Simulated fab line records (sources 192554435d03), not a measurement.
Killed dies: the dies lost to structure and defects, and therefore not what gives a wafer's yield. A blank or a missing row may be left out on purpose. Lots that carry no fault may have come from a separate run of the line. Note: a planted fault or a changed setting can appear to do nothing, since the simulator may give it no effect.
Chamber matching -- flow n5Finfet -- N5_BEOL_M11_CMP_52 on cmp-03 has 4 sister chambers
The step polishes, stops on SiCOH lowk, t overpolish 7 s, target thk 140 nm. 4 wafers are shown with their chamber, then 12 later ones without.

WAFERS WITH THEIR CHAMBER
wafer,chamber,motorCurrentA (A)
L083.5,1,6.0
L086.1,2,6.0
L086.2,3,6.8
L086.3,0,5.9

WAFERS MISSING THEIR CHAMBER
wafer,motorCurrentA (A)
L091.2,6.8
L091.4,5.6
L091.6,6.5
L094.1,6.9
L094.3,6.2
L094.4,5.8
L095.2,5.8
L095.3,7.0
L095.4,6.0
L097.2,6.9
L097.3,5.8
L097.4,5.9

THE CHAMBER EACH PASSED THROUGH
wafer,from the rows above,in truth
L091.2,3,3
L091.4,can't be placed: 0 or 1 or 2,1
L091.6,can't be placed: 3 or 1 or 2 or 0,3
L094.1,3,3
L094.3,can't be placed: 1 or 2 or 0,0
L094.4,can't be placed: 0 or 1 or 2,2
L095.2,can't be placed: 0 or 1 or 2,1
L095.3,3,3
L095.4,can't be placed: 1 or 2 or 0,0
L097.2,3,3
L097.3,can't be placed: 0 or 1 or 2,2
L097.4,can't be placed: 0 or 1 or 2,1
Placed correctly: 4 of 12. Unplaceable from these rows: 8, with the true chamber sitting among the candidates in 8. Placed wrongly: 0.
How it was worked out, from the rows above alone: a wafer's distance from a chamber is the root of the sum, over the readings, of the square of ((its reading less the chamber's mean) divided by the reading's scatter). If the next closest chamber is less than 2 further off than the closest, the wafer can't be placed; otherwise it belongs to the closest. The mean given for a chamber averages the wafers shown for that chamber. The scatter (one wafer shown for each chamber): square how far every hidden wafer sits from the nearest shown wafer, average those squares and take the square root.
